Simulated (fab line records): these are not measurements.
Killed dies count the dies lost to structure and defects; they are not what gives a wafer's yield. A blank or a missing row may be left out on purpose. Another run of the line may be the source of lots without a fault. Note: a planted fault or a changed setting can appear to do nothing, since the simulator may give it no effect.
Matching of chambers -- flow n5-finfet -- 4 sister chambers for N5_BEOL_M3_STRIP_19 on rie-diel-06
The step strips in O2. 4 wafers are shown with their chamber, then 8 later ones without.

## WAFERS WITH THEIR CHAMBER
wafer,chamber,drypump-motor-current-A (A)
L084.4,1,5.93
L086.4,2,5.52
L088.2,3,5.80
L093.1,0,5.83

## WAFERS WITHOUT THEIR CHAMBER
wafer,drypump-motor-current-A (A)
L093.3,5.80
L093.4,5.91
L094.4,5.93
L094.5,5.51
L094.6,5.81
L095.2,5.52
L095.3,5.83
L095.5,5.78

## WHICH CHAMBER EACH ONE RAN IN
wafer,from the rows above,in truth
L093.3,3,3
L093.4,1,1
L094.4,1,1
L094.5,2,2
L094.6,can't be placed: 3 or 0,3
L095.2,2,2
L095.3,0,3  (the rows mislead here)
L095.5,3,3
Correctly placed: 6 of 8. Not placeable from these rows: 1 (in 1, the candidates include the true chamber). Number placed wrongly: 1.
How it was worked out, from the rows above alone: a wafer's distance from a chamber is the root of the sum, over the readings, of the square of ((its reading less the chamber's mean) divided by the reading's scatter). If the next closest chamber is less than 2 further off than the closest, the wafer can't be placed; otherwise it belongs to the closest. Each chamber's mean is taken over the wafers shown for it. The scatter (one wafer shown for each chamber): square how far every hidden wafer sits from the nearest shown wafer, average those squares and take the square root.
